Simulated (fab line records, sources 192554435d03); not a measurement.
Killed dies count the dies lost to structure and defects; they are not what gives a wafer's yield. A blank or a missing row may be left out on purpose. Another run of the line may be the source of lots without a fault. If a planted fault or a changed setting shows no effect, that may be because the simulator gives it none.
fab line records	flow n5-finfet
record lots=5	wafers=15	last-day=17
route steps=1938 shown MOL_CONTACT_COAG@595 BEOL_M4@1111 PASSIVATION@1936
lots with no fault: from the same line, run without faults
start-h: the number of hours between the record's first day and the start of the first shown wafer of the lot	wait-h: hours from the lot's prior step to this one	" the same as in the row above	L1.1+2: one row covering several wafers at once	- no value present, or no start provided	* or withheld: withheld	< > ~ a bound
route shown NAME@n: a module of which the file shows steps, and the number in the route of the first	usual: the fault-free wafers' mean and standard deviation	same: alike in all rows	chamber/n: place in a boat	sites: the reading at each site	_std_site: the values' standard deviation	_edge_site: inner sites' mean taken away from outer sites' mean	radius-mm: for every site, how far away it sits from the centre of the wafer	mask NAME#n: copy n	behind: the last tool/chamber to shape the wafer	hold: what put the lot on hold/how long, in hours/how the hold closed	device: whichever transistor did not switch (one of n, p or np)	end of line: tests of these same wafers at the route's end	a step with no rows: only its recipe	killed: count of dies lost to structure and defects at first sort (not the wafer's yield)	map: a wafer's dies, x killed, . not, _ none there
set.NAME: the run value of the setting; set.NAME@STEP: its run value at that earlier step	model.NAME: the simulator's own value behind a step, which no gauge read
lots at some steps of the route; a table a step, a row a wafer
services: a tool's chamber out of use, with start hour (start-h, from the record's first day; less than 0 if before it), hours out, and reason
## steps
# step N5_MOL_CONTACT_COAG_COAT_64
# recipe resist=underlayer	temp-c=205	time-s=60	spin-rpm=1500	resist-thk-nm=10
# step N5_MOL_CONTACT_COAG_COAT_34
# recipe resist=CAR-EUV	spin-rpm=1500	resist-thk-nm=40
# step N5_MOL_CONTACT_COAG_EBR_36
# recipe solvent=PGMEA	ebr-width-mm=1.5
# step N5_MOL_CONTACT_COAG_SOFTBAKE_35
# recipe temp-c=110	time-s=60	resist=CAR-EUV
# step N5_MOL_CONTACT_COAG_EXPOSE_37
# recipe mask-id=VD	na=0.33	source-shape=annular	sigma-inner=0.3	sigma-outer=0.7	polarization=unpolarized	defocus-nm=0	dose-mj=62
# step N5_MOL_CONTACT_COAG_PEB_38
# recipe peb-temp-c=100	peb-time-s=60	resist=CAR-EUV
# step N5_MOL_CONTACT_COAG_DEVELOP_39
# recipe develop-time-s=30	developer=TMAH	resist=CAR-EUV	rinse-liquid=surfactant-rinse	dry=air-spin	dev-temp-c=23
# step N5_MOL_CONTACT_COAG_DESCUM_45
# recipe chemistry=O2	time-s=7	source-power-w=50	bias-power-w=20	pressure-mtorr=20	rf-frequency-hz=2.712e+07	temp-c=40	resist=CAR-EUV	o2-flow-sccm=225
# step N5_MOL_CONTACT_COAG_ETCH_65
# recipe chemistry=N2/H2	target=underlayer	target-depth-a=130	mask-material=CAR-EUV	time-s=10.4	ion-energy-ev=200	pressure-mtorr=30	source-w=840	bias-w=150	n2-flow-sccm=200	h2-flow-sccm=200	ends=cleared
# step N5_MOL_CONTACT_COAG_ETCH_66
# recipe chemistry=CF4	target=SiARC	target-depth-a=130	mask-material=CAR-EUV	time-s=21.7	ion-energy-ev=80	pressure-mtorr=40	source-w=545	bias-w=36	Ar_flow_sccm=100	cf4-flow-sccm=100	ends=cleared
# usual bias-w=36.01/0.11	cf4-flow-sccm=100.0/0.31	drypump-motor-current-A=5.9/0.46	etch-rf-on-time-s=21.7/0.46	mfc-ar-sccm=100.0/0.31	oes-product-au=0.64/0.068	rf-vpp-V=184.0/1	showerhead-plenum-p-Torr=2.13/0.06	throttle-valve-pct=15.59/0.23
lot.wafer	tool	chamber	start-h	wait-h	bias-w	cf4-flow-sccm	drypump-motor-current-A	etch-rf-on-time-s	mfc-ar-sccm	oes-product-au	rf-hours-counter-h	rf-vpp-V	showerhead-plenum-p-Torr	throttle-valve-pct	model.CAR-EUV_of_MOL_CONTACT_COAG_COAT_34.thk-nm
L286.1	rie-diel-04	2	119.36	0.0	35.99	100.2	6.4	21.9	99.6	0.61	188	183.8	2.12	15.86	16.8
L286.4	"	0	"	"	36.08	100.6	6.6	22.5	100.1	0.60	198	185.3	2.21	15.45	17
L286.6	"	1	"	"	35.98	100.1	6.1	21.5	99.7	0.61	-	185.3	2.20	15.40	16.8
L299.1	rie-diel-04	2	197.36	0.0	-	-	-	-	-	-	-	-	-	-	24.6
L299.2	"	3	"	"	-	-	-	-	-	-	-	-	-	-	24.8
L299.4	"	1	"	"	-	-	-	-	-	-	-	-	-	-	24.6
L300.2	rie-diel-03	3	200.27	0.0	-	-	-	-	-	-	-	-	-	-	24.6
L300.3	"	2	"	"	-	-	-	-	-	-	-	-	-	-	24.6
L300.6	"	3	"	"	-	-	-	-	-	-	-	-	-	-	24.6
L301.1	rie-diel-05	0	211.88	0.0	-	-	-	-	-	-	-	-	-	-	24.6
L301.3	"	1	"	"	-	-	-	-	-	-	-	-	-	-	24.4
L301.5	"	1	"	"	-	-	-	-	-	-	-	-	-	-	24.4
L303.3	rie-diel-05	1	219.22	0.0	36.12	99.8	5.0	21.8	100.2	0.60	206	184.5	2.13	15.53	17.2
L303.4	"	0	"	"	35.94	100.1	5.9	21.6	99.8	0.58	-	183.6	2.02	15.57	17
L303.5	"	1	"	"	35.96	99.9	5.0	21.8	100.0	0.60	-	184.1	2.13	15.53	17
# step N5_MOL_CONTACT_COAG_ALD_133
# recipe material=SiO2	target-thk-a=50	temp-c=100	ald-precursor-family=BDEAS	ald-co-reactant=O2-plasma	pulse-time-s=1	co-reactant-pulse-time-s=1	purge-time-s=2	co-reactant-purge-time-s=2	ald-cycles=35	pressure-torr=2
# step N5_MOL_CONTACT_COAG_ETCHBACK_134
# recipe chemistry=CHF3	target=SiO2	target-depth-a=100	time-s=6.7	ion-energy-ev=200	pressure-mtorr=30	source-w=610	bias-w=170	Ar_flow_sccm=200	CHF3_flow_sccm=50
# usual drypump-motor-current-A=6.0/0.44	mfc-ar-sccm=199.9/0.6	oes-product-au=0.74/0.076	rf-vpp-V=519/10	showerhead-plenum-p-Torr=2.36/0.072	throttle-valve-pct=18.66/0.25
lot.wafer	tool	chamber	start-h	wait-h	drypump-motor-current-A	mfc-ar-sccm	oes-product-au	rf-hours-counter-h	rf-vpp-V	showerhead-plenum-p-Torr	throttle-valve-pct	model.CAR-EUV_of_MOL_CONTACT_COAG_COAT_34.thk-nm
L286.1	rie-diel-05	1	119.63	0.1	5.0	199.8	0.73	174	509	2.37	18.52	15.4
L286.4	"	0	"	"	5.9	200.7	0.69	220	505	2.25	18.52	15.6
L286.6	"	0	"	"	5.9	199.6	0.69	-	508	2.25	18.54	15.4
L299.1	rie-diel-04	2	197.76	0.2	6.3	200.0	0.26	223	513	2.34	18.88	23.2
L299.2	"	3	"	"	6.1	198.8	0.30	128	537	2.30	18.45	23.4
L299.4	"	1	"	"	6.1	199.4	0.25	-	521	2.43	18.43	23.2
L300.2	rie-diel-03	2	200.62	0.1	6.0	199.7	0.26	233	526	2.45	19.22	23.2
L300.3	"	1	"	"	6.6	200.1	0.32	69	517	2.32	18.34	23.2
L300.6	"	1	"	"	6.6	199.7	0.31	-	517	2.33	18.36	23.2
L301.1	rie-diel-05	1	212.20	0.1	5.0	199.4	0.27	203	508	2.36	18.48	23.2
L301.3	"	0	"	"	5.9	199.6	0.26	248	506	2.24	18.49	23
L301.5	"	1	"	"	5.0	200.2	0.27	-	509	2.36	18.48	23
L303.3	rie-diel-04	3	219.75	0.1	6.1	199.1	0.77	136	537	2.30	18.55	15.8
L303.4	"	1	"	"	6.1	199.8	0.68	247	521	2.43	18.53	15.6
L303.5	"	2	"	"	6.4	200.5	0.69	-	513	2.33	18.97	15.6
# step N5_MOL_CONTACT_COAG_ETCH_67
# recipe chemistry=N2/H2	target=SOC	target-depth-a=600	overetch-a=210	mask-material=SiARC	temp-c=40	time-s=101.2	ion-energy-ev=200	pressure-mtorr=30	source-w=840	bias-w=150	n2-flow-sccm=200	h2-flow-sccm=200
# usual bias-w=150.0/0.47	chamber-pressure-mTorr=30.00/0.03	drypump-motor-current-A=6.0/0.44	h2-flow-sccm=200.0/0.66	n2-flow-sccm=200.0/0.66	oes-product-au=0.62/0.058	rf-vpp-V=523.4/2.5	showerhead-plenum-p-Torr=2.53/0.075	temp-c=40.01/0.1	throttle-valve-pct=17.79/0.26
lot.wafer	tool	chamber	start-h	wait-h	bias-w	chamber-pressure-mTorr	drypump-motor-current-A	h2-flow-sccm	n2-flow-sccm	oes-product-au	rf-hours-counter-h	rf-vpp-V	showerhead-plenum-p-Torr	temp-c	throttle-valve-pct
L286.1	rie-diel-05	1	119.66	0.0	150.3	29.99	5.0	199.3	200.4	0.62	174	521.6	2.54	40.12	17.67
L286.4	"	0	"	"	149.9	30.01	5.9	201.2	199.8	0.59	220	520.5	2.42	40.06	17.79
L286.6	"	0	"	"	150.6	29.98	5.9	200.0	199.2	0.59	-	519.4	2.42	39.93	17.77
L299.1	rie-diel-04	2	197.80	0.0	150.7	29.99	6.3	199.4	200.4	0.26	223	522.7	2.52	40.00	18.12
L299.2	"	3	"	"	149.8	30.03	6.1	200.8	198.9	0.30	128	520.8	2.45	40.02	17.59
L299.4	"	1	"	"	149.9	30.00	6.1	199.7	200.9	0.25	-	524.9	2.61	40.01	17.60
L300.2	rie-diel-03	2	200.65	0.0	149.3	29.95	6.0	199.3	199.8	0.27	233	525.2	2.61	40.10	18.38
L300.3	"	1	"	"	149.8	29.97	6.6	200.0	200.1	0.32	69	522.6	2.48	40.10	17.49
L300.6	"	1	"	"	150.3	30.04	6.6	199.2	199.5	0.31	-	522.9	2.48	40.19	17.49
L301.1	rie-diel-05	1	212.24	0.0	149.4	30.05	5.0	199.3	200.2	0.27	203	523.2	2.52	40.00	17.66
L301.3	"	0	"	"	150.3	30.00	5.8	200.3	200.6	0.25	248	519.0	2.41	40.05	17.79
L301.5	"	1	"	"	149.0	29.95	5.0	199.3	200.2	0.27	-	523.9	2.52	39.98	17.67
L303.3	rie-diel-04	3	219.79	0.0	149.6	29.98	6.1	199.6	199.7	0.66	136	520.5	2.44	39.83	17.66
L303.4	"	1	"	"	150.5	30.00	6.1	199.6	201.0	0.57	247	527.6	2.61	40.05	17.66
L303.5	"	2	"	"	149.8	29.98	6.4	200.1	199.6	0.58	-	524.4	2.52	39.87	18.19
# step N5_MOL_CONTACT_COAG_STRIP_68
# recipe chemistry=N2/H2	temp-c=40	n2-flow-sccm=200	h2-flow-sccm=200	rf-frequency-hz=6e+07
# step N5_MOL_CONTACT_COAG_STRIP_69
# recipe chemistry=N2/H2	temp-c=40	n2-flow-sccm=200	h2-flow-sccm=200	rf-frequency-hz=6e+07
# step N5_MOL_CONTACT_COAG_ETCHBACK_136
# recipe chemistry=CHF3	target=SiO2	target-depth-a=250	time-s=16.7	ion-energy-ev=200	pressure-mtorr=30	source-w=610	bias-w=170	Ar_flow_sccm=200	CHF3_flow_sccm=50
# step N5_MOL_CONTACT_COAG_STRIP_120
# recipe chemistry=CHF3	resist=SiARC	rf-frequency-hz=6e+07
# step N5_MOL_CONTACT_COAG_VIA_ETCH_117
# recipe chemistry=C4F6/O2	target-depth-a=400	overetch-a=80	mask-material=SOC	target=SiO2	bias-w=455	pressure-mtorr=10	time-s=26	source-w=325	Ar_flow_sccm=300	C4F6_flow_sccm=10	O2_flow_sccm=10	ion-energy-ev=575.3	ends=end-point
# step N5_MOL_CONTACT_COAG_ETCH_124
# recipe chemistry=CH3F/O2	target=SiNx	target-depth-a=65	mask-material=SOC	stop-on=SiOC	over-etch-frac=0.3	ion-energy-ev=120	pressure-mtorr=30	source-w=395	bias-w=73	Ar_flow_sccm=150	CH3F_flow_sccm=30	O2_flow_sccm=20	ends=end-point
# step N5_MOL_CONTACT_COAG_ETCH_48
# recipe chemistry=C4F6/O2	target-depth-a=150	overetch-a=45	mask-material=SOC	target=SiOC	bias-w=465	pressure-mtorr=10	time-s=17	source-w=335	Ar_flow_sccm=300	C4F6_flow_sccm=10	O2_flow_sccm=10	ion-energy-ev=576
# step N5_MOL_CONTACT_COAG_STRIP_72
# recipe chemistry=N2/H2	power-w=450	temp-c=40	pressure-mtorr=20	rf-frequency-hz=6e+07	overash-fraction=3	bias-power-w=7	h2-frac=0.5	n2-flow-sccm=200	h2-flow-sccm=200
# step N5_MOL_CONTACT_COAG_STRIP_49
# recipe chemistry=N2/H2	time-s=30	power-w=1000	temp-c=250	pressure-mtorr=withheld	n2-flow-sccm=1750	h2-flow-sccm=3250
# step N5_MOL_CONTACT_COAG_PRECLEAN_138
# recipe chemistry=alkaline-clean	temp-c=60	time-s=60	do-ppb=50
# step N5_MOL_CONTACT_COAG_SRD_139
# recipe dry=ipa-marangoni	time-s=30	temp-c=23	rinse-liquid=diw
# step N5_MOL_CONTACT_COAG_CD_MEAS_101
# recipe target-cd-nm=16
# usual cd-nm=16.0/0.33
lot.wafer	tool	chamber	start-h	wait-h	cd-nm
L286.1	cd-sem-02	-	120.14	0.0	15.7
L286.4	"	-	"	"	16.0
L286.6	"	-	"	"	16.3
L299.1	cd-sem-03	-	198.27	0.0	-
L299.2	"	-	"	"	-
L299.4	"	-	"	"	-
L300.2	cd-sem-03	-	201.13	0.0	-
L300.3	"	-	"	"	-
L300.6	"	-	"	"	-
L301.1	cd-sem-01	-	212.71	0.0	-
L301.3	"	-	"	"	-
L301.5	"	-	"	"	-
L303.3	cd-sem-02	-	220.26	0.0	16.0
L303.4	"	-	"	"	15.6
L303.5	"	-	"	"	15.7
# step N5_MOL_CONTACT_COAG_PRE_CLEAN_121
# recipe gas=H2/He	time-s=*	temp-c=withheld
# step N5_BEOL_M4_RC_MEAS_101
# usual DIBL_N=36.6/1.7	DIBL_P=36.7/2	IOFF_N=0.16/0.033	IOFF_P=0.22/0.04	ION_N=673/12	ION_P=463/7.9	SS_N=71.7/0.58	SS_P=73.3/0.64	VT_N=249/3.3	VT_P=-249/3.1
lot.wafer	tool	chamber	start-h	wait-h	DIBL_N[mV/V]	DIBL_P[mV/V]	IOFF_N[nA/um]	IOFF_P[nA/um]	ION_N[uA/um]	ION_P[uA/um]	SS_N[mV/dec]	SS_P[mV/dec]	VT_N[mV]	VT_P[mV]
L286.1	prober-02	0	176.65	0.0	37.7	37.0	0.16	0.25	681	465	71.3	73.7	250	-246
L286.4	"	0	"	"	38.9	38.4	0.19	0.26	690	477	72.3	73.8	251	-248
L286.6	"	0	"	"	38.3	37.5	0.17	0.26	682	470	72.2	73.4	252	-246
L303.3	prober-02	0	302.41	0.3	33.0	33.7	0.11	0.15	670	462	70.5	72.2	251	-254
L303.4	"	0	"	"	34.4	35.3	0.12	0.17	654	451	71.3	73.1	254	-254
L303.5	"	0	"	"	37.4	40.3	0.19	0.25	689	476	71.6	74.2	248	-248
# step N5_PASSIVATION_PROBE_49
# usual killed_at_M0_to_M3=34/11	killed_at_M4_up=14/5.7	killed-at-contacts=14/6.9	killed-at-front-end=40/11	killed-at-other=4/3.1	killed-dies=105/17	killed-on-rim=14/4.1	killed-open=70/13	killed-short=34/7.6
# same gross-dies=1180	killed-at-back-side=0
lot.wafer	tool	chamber	start-h	wait-h	killed_at_M0_to_M3	killed_at_M4_up	killed-at-contacts	killed-at-front-end	killed-at-other	killed-dies	killed-on-rim	killed-open	killed-short
L286.1	prober-01	-	284.83	0.0	33	31	6	35	3	108	13	74	33
L286.4	prober-01	-	284.98	0.2	31	17	5	29	2	84	8	59	24
L286.6	prober-01	-	285.08	0.3	29	11	2	44	3	89	13	61	28
L299.1	prober-01	-	374.76	0.0	39	17	1086	37	1	1180	152	78	35
L299.2	prober-01	-	374.81	0.1	45	16	1068	51	0	1180	152	86	37
L299.4	prober-01	-	374.91	0.2	33	20	1093	31	3	1180	152	62	35
L301.1	prober-02	-	378.85	0.0	25	27	1082	46	0	1180	152	75	27
L301.3	prober-02	-	378.95	0.1	39	26	1068	46	1	1180	152	94	37
L301.5	prober-02	-	379.05	0.2	27	11	1067	70	5	1180	152	90	31
L300.2	prober-01	-	381.61	0.1	29	6	1109	35	1	1180	152	81	24
L300.3	prober-01	-	381.66	0.1	30	9	1089	52	0	1180	152	70	43
L300.6	prober-01	-	381.81	0.3	39	7	1088	38	8	1180	152	71	41
L303.3	prober-02	-	409.73	0.1	78	11	8	28	6	131	21	87	43
L303.4	prober-02	-	409.78	0.2	42	13	5	29	1	90	9	54	33
L303.5	prober-02	-	409.83	0.2	66	10	4	38	9	127	20	79	47
# killed by level:class
L286.1 BEOL_M4:geometric-particle:open=19 BEOL_M3:geometric-particle:open=11 FIN_SAQP:geometric-particle:short=8 BEOL_M0_SAQP:geometric-particle:open=8 FIN_SAQP:geometric-particle:open=5 STI_FIN_REVEAL:geometric-particle:open=5 DUMMY_GATE:geometric-particle:open=5 MOL_CONTACT_COAG:geometric-particle:open=5
L286.4 BEOL_M4:geometric-particle:open=11 FIN_SAQP:geometric-particle:open=8 BEOL_M1:geometric-particle:open=7 DUMMY_GATE:geometric-particle:open=6 BEOL_M0_SAQP:geometric-particle:open=5 BEOL_M3:geometric-particle:open=5 BEOL_M0_SAQP:geometric-particle:short=4 STARTING-WAFER:geometric-particle:open=4
L286.6 BEOL_M3:geometric-particle:open=8 BEOL_M4:geometric-particle:open=8 DUMMY_GATE:geometric-particle:open=7 FIN_SAQP:geometric-particle:open=6 STI_FIN_REVEAL:geometric-particle:open=6 STARTING-WAFER:geometric-particle:open=6 BEOL_M1:geometric-particle:open=6 BEOL_M0_SAQP:geometric-particle:short=4
L299.1 MOL_CONTACT_COAG:area-etch=1067 MOL_CONTACT_COAG:geometric-particle:open=16 BEOL_M3:geometric-particle:open=11 BEOL_M4:geometric-particle:open=10 BEOL_M0_SAQP:geometric-particle:open=8 ILD0:geometric-particle:short=7 BEOL_M0_SAQP:geometric-particle:short=6 STI_FIN_REVEAL:geometric-particle:open=5
L299.2 MOL_CONTACT_COAG:area-etch=1057 ILD0:geometric-particle:open=9 MOL_CONTACT_COAG:geometric-particle:open=9 BEOL_M1:geometric-particle:open=9 BEOL_M0_SAQP:geometric-particle:open=8 BEOL_M2:geometric-particle:open=8 BEOL_M3:geometric-particle:open=8 BEOL_M0_SAQP:geometric-particle:short=7
L299.4 MOL_CONTACT_COAG:area-etch=1082 BEOL_M4:geometric-particle:open=12 MOL_CONTACT_COAG:geometric-particle:open=9 FIN_SAQP:geometric-particle:open=8 FIN_SAQP:geometric-particle:short=7 BEOL_M3:geometric-particle:open=7 BEOL_M0_SAQP:geometric-particle:short=6 BEOL_M0_SAQP:geometric-particle:open=6
L301.1 MOL_CONTACT_COAG:area-etch=1077 BEOL_M4:geometric-particle:open=14 DUMMY_GATE:geometric-particle:open=9 FIN_SAQP:geometric-particle:open=8 STI_FIN_REVEAL:geometric-particle:open=8 BEOL_M0_SAQP:geometric-particle:open=8 BEOL_M3:geometric-particle:open=7 FIN_SAQP:geometric-particle:short=6
L301.3 MOL_CONTACT_COAG:area-etch=1047 MOL_CONTACT_COAG:geometric-particle:open=17 BEOL_M4:geometric-particle:open=15 BEOL_M0_SAQP:geometric-particle:short=14 FIN_SAQP:geometric-particle:open=9 DUMMY_GATE:geometric-particle:open=9 BEOL_M3:geometric-particle:open=8 BEOL_M0_SAQP:geometric-particle:open=7
L301.5 MOL_CONTACT_COAG:area-etch=1059 FIN_SAQP:geometric-particle:open=18 STI_FIN_REVEAL:geometric-particle:open=18 BEOL_M0_SAQP:geometric-particle:open=14 FIN_SAQP:geometric-particle:short=9 BEOL_M4:geometric-particle:open=9 DUMMY_GATE:geometric-particle:open=8 MOL_CONTACT_COAG:geometric-particle:open=7
L300.2 MOL_CONTACT_COAG:area-etch=1075 MOL_CONTACT_COAG:geometric-particle:open=33 STI_FIN_REVEAL:geometric-particle:open=15 BEOL_M0_SAQP:geometric-particle:short=11 BEOL_M0_SAQP:geometric-particle:open=6 FIN_SAQP:geometric-particle:short=4 GATE_CUT:geometric-particle:open=3 BEOL_M0:geometric-particle:open=3
L300.3 MOL_CONTACT_COAG:area-etch=1067 MOL_CONTACT_COAG:geometric-particle:open=17 FIN_SAQP:geometric-particle:short=15 FIN_SAQP:geometric-particle:open=9 STI_FIN_REVEAL:geometric-particle:open=9 BEOL_M3:geometric-particle:open=8 BEOL_M0_SAQP:geometric-particle:short=7 BEOL_M0_SAQP:geometric-particle:open=6
L300.6 MOL_CONTACT_COAG:area-etch=1066 MOL_CONTACT_COAG:geometric-particle:open=18 BEOL_M0_SAQP:geometric-particle:short=12 FIN_SAQP:geometric-particle:short=11 BEOL_M0_SAQP:geometric-particle:open=9 STI_FIN_REVEAL:geometric-particle:open=6 FIN_SAQP:geometric-particle:open=5 DUMMY_GATE:geometric-particle:open=5
L303.3 BEOL_M0_SAQP:geometric-particle:open=23 BEOL_M0_SAQP:geometric-particle:short=21 BEOL_M1:geometric-particle:open=12 BEOL_M3:geometric-particle:open=10 BEOL_M2:geometric-particle:open=8 MOL_CONTACT_COAG:geometric-particle:open=6 STI_FIN_REVEAL:geometric-particle:open=5 GATE_CUT:geometric-particle:short=5
L303.4 BEOL_M1:geometric-particle:open=12 BEOL_M0_SAQP:geometric-particle:short=11 BEOL_M0_SAQP:geometric-particle:open=10 STI_FIN_REVEAL:geometric-particle:open=5 MOL_CONTACT_COAG:geometric-particle:open=5 STARTING-WAFER:geometric-particle:short=4 BEOL_M0:geometric-particle:open=3 BEOL_M1:geometric-particle:short=3
L303.5 BEOL_M1:geometric-particle:open=19 BEOL_M0_SAQP:geometric-particle:short=15 STI_FIN_REVEAL:geometric-particle:open=13 BEOL_M0_SAQP:geometric-particle:open=10 BEOL_M2:geometric-particle:open=10 FIN_SAQP:geometric-particle:short=6 STI_FIN_REVEAL:geometric-particle:short=5 BEOL_M4:geometric-particle:open=4
# map L299.1 (x killed, . not)
_________________xxxxxxxxxxxx________________
______________xxxxxxxxxxxxxxxxxx_____________
___________xxxxxxxxxxxxxxxxxxxxxxxx__________
__________xxxxxxxxxxxxxxxxxxxxxxxxxx_________
________xxxxxxxxxxxxxxxxxxxxxxxxxxxxxx_______
_______xxxxxxxxxxxxxxxxxxxxxxxxxxxxxxxx______
______xxxxxxxxxxxxxxxxxxxxxxxxxxxxxxxxxx_____
_____xxxxxxxxxxxxxxxxxxxxxxxxxxxxxxxxxxxx____
____xxxxxxxxxxxxxxxxxxxxxxxxxxxxxxxxxxxxxx___
___xxxxxxxxxxxxxxxxxxxxxxxxxxxxxxxxxxxxxxxx__
___xxxxxxxxxxxxxxxxxxxxxxxxxxxxxxxxxxxxxxxx__
__xxxxxxxxxxxxxxxxxxxxxxxxxxxxxxxxxxxxxxxxxx_
__xxxxxxxxxxxxxxxxxxxxxxxxxxxxxxxxxxxxxxxxxx_
_xxxxxxxxxxxxxxxxxxxxxxxxxxxxxxxxxxxxxxxxxxxx
_xxxxxxxxxxxxxxxxxxxxxxxxxxxxxxxxxxxxxxxxxxxx
_xxxxxxxxxxxxxxxxxxxxxxxxxxxxxxxxxxxxxxxxxxxx
_xxxxxxxxxxxxxxxxxxxxxxxxxxxxxxxxxxxxxxxxxxxx
_xxxxxxxxxxxxxxxxxxxxxxxxxxxxxxxxxxxxxxxxxxxx
_xxxxxxxxxxxxxxxxxxxxxxxxxxxxxxxxxxxxxxxxxxxx
_xxxxxxxxxxxxxxxxxxxxxxxxxxxxxxxxxxxxxxxxxxxx
_xxxxxxxxxxxxxxxxxxxxxxxxxxxxxxxxxxxxxxxxxxxx
__xxxxxxxxxxxxxxxxxxxxxxxxxxxxxxxxxxxxxxxxxx_
__xxxxxxxxxxxxxxxxxxxxxxxxxxxxxxxxxxxxxxxxxx_
___xxxxxxxxxxxxxxxxxxxxxxxxxxxxxxxxxxxxxxxx__
___xxxxxxxxxxxxxxxxxxxxxxxxxxxxxxxxxxxxxxxx__
____xxxxxxxxxxxxxxxxxxxxxxxxxxxxxxxxxxxxxx___
_____xxxxxxxxxxxxxxxxxxxxxxxxxxxxxxxxxxxx____
______xxxxxxxxxxxxxxxxxxxxxxxxxxxxxxxxxx_____
_______xxxxxxxxxxxxxxxxxxxxxxxxxxxxxxxx______
________xxxxxxxxxxxxxxxxxxxxxxxxxxxxxx_______
__________xxxxxxxxxxxxxxxxxxxxxxxxxx_________
___________xxxxxxxxxxxxxxxxxxxxxxxx__________
______________xxxxxxxxxxxxxxxxxx_____________
_________________xxxxxxxxxxxx________________
# map L300.2 (x killed, . not)
_________________xxxxxxxxxxxx________________
______________xxxxxxxxxxxxxxxxxx_____________
___________xxxxxxxxxxxxxxxxxxxxxxxx__________
__________xxxxxxxxxxxxxxxxxxxxxxxxxx_________
________xxxxxxxxxxxxxxxxxxxxxxxxxxxxxx_______
_______xxxxxxxxxxxxxxxxxxxxxxxxxxxxxxxx______
______xxxxxxxxxxxxxxxxxxxxxxxxxxxxxxxxxx_____
_____xxxxxxxxxxxxxxxxxxxxxxxxxxxxxxxxxxxx____
____xxxxxxxxxxxxxxxxxxxxxxxxxxxxxxxxxxxxxx___
___xxxxxxxxxxxxxxxxxxxxxxxxxxxxxxxxxxxxxxxx__
___xxxxxxxxxxxxxxxxxxxxxxxxxxxxxxxxxxxxxxxx__
__xxxxxxxxxxxxxxxxxxxxxxxxxxxxxxxxxxxxxxxxxx_
__xxxxxxxxxxxxxxxxxxxxxxxxxxxxxxxxxxxxxxxxxx_
_xxxxxxxxxxxxxxxxxxxxxxxxxxxxxxxxxxxxxxxxxxxx
_xxxxxxxxxxxxxxxxxxxxxxxxxxxxxxxxxxxxxxxxxxxx
_xxxxxxxxxxxxxxxxxxxxxxxxxxxxxxxxxxxxxxxxxxxx
_xxxxxxxxxxxxxxxxxxxxxxxxxxxxxxxxxxxxxxxxxxxx
_xxxxxxxxxxxxxxxxxxxxxxxxxxxxxxxxxxxxxxxxxxxx
_xxxxxxxxxxxxxxxxxxxxxxxxxxxxxxxxxxxxxxxxxxxx
_xxxxxxxxxxxxxxxxxxxxxxxxxxxxxxxxxxxxxxxxxxxx
_xxxxxxxxxxxxxxxxxxxxxxxxxxxxxxxxxxxxxxxxxxxx
__xxxxxxxxxxxxxxxxxxxxxxxxxxxxxxxxxxxxxxxxxx_
__xxxxxxxxxxxxxxxxxxxxxxxxxxxxxxxxxxxxxxxxxx_
___xxxxxxxxxxxxxxxxxxxxxxxxxxxxxxxxxxxxxxxx__
___xxxxxxxxxxxxxxxxxxxxxxxxxxxxxxxxxxxxxxxx__
____xxxxxxxxxxxxxxxxxxxxxxxxxxxxxxxxxxxxxx___
_____xxxxxxxxxxxxxxxxxxxxxxxxxxxxxxxxxxxx____
______xxxxxxxxxxxxxxxxxxxxxxxxxxxxxxxxxx_____
_______xxxxxxxxxxxxxxxxxxxxxxxxxxxxxxxx______
________xxxxxxxxxxxxxxxxxxxxxxxxxxxxxx_______
__________xxxxxxxxxxxxxxxxxxxxxxxxxx_________
___________xxxxxxxxxxxxxxxxxxxxxxxx__________
______________xxxxxxxxxxxxxxxxxx_____________
_________________xxxxxxxxxxxx________________
## services
tool	chamber	start-h	hours	kind
rie-diel-03	-	95.44	6.3	repair
rie-diel-04	1	111.29	4.4	repair
rie-diel-04	0	137.60	42.6	repair
rie-diel-05	-	172.74	15.6	pm
rie-diel-05	2	209.68	-	clean
rie-diel-05	2	209.68	-	consumable-replace:focus-ring
rie-diel-05	2	209.68	-	consumable-replace:showerhead
rie-diel-05	2	209.68	16.3	scheduled-down
rie-diel-05	2	209.68	16.3	vent-cycle
## key
first-sign step=N5_MOL_CONTACT_COAG_ETCH_66	reading=tool-record	direction=missing
effect step=N5_MOL_CONTACT_COAG_ETCHBACK_134	reading=oes-product-au	direction=down	sigmas=6.1	usual=0.74	struck=0.28
effect step=N5_MOL_CONTACT_COAG_ETCH_67	reading=oes-product-au	direction=down	sigmas=6	usual=0.62	struck=0.28
effect step=N5_MOL_CONTACT_COAG_CD_MEAS_101	reading=cd-nm	direction=missing
effect step=N5_PASSIVATION_PROBE_49	reading=killed-at-contacts	direction=up	sigmas=99+	usual=14	struck=1083
model-effect step=N5_MOL_CONTACT_COAG_ETCH_66	value=CAR-EUV_of_MOL_CONTACT_COAG_COAT_34.thk-nm	without=16.93	struck=24.58
model-effect step=N5_MOL_CONTACT_COAG_ETCHBACK_134	value=CAR-EUV_of_MOL_CONTACT_COAG_COAT_34.thk-nm	without=15.51	struck=23.18
more-kills-born-at N5_MOL_CONTACT_COAG_ETCH_66@rie-diel-03=3195	N5_MOL_CONTACT_COAG_ETCH_66@rie-diel-04=3192	N5_MOL_CONTACT_COAG_ETCH_66@rie-diel-05=3174
met-at N5_MOL_CONTACT_COAG_ETCH_66
struck-wafers L299.1,L299.2,L299.4,L300.2,L300.3,L300.6,L301.1,L301.3,L301.5
later-rows-left-out L299.1,L299.2,L299.4,L300.2,L300.3,L300.6,L301.1,L301.3,L301.5
tester-left-out L299,L300,L301
onset-between 119.36 197.36
fault kind=skipped-step-whole	tool=rie-diel-03,rie-diel-04,rie-diel-05	chamber=-	onset-h=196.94	steps=N5_MOL_CONTACT_COAG_ETCH_66	scope=struck-lots-only
# tester-left-out: of these lots the tester's yield and bins aren't shown, on N5 and GAA mostly nor the transistor test; their killed dies are dies lost to structure and defects alone, not to doping, threshold or leakage, so they don't give the yield
# later-rows-left-out: the simulator's readings of these wafers behind a module that went badly wrong aren't trusted and aren't shown, but for the sort
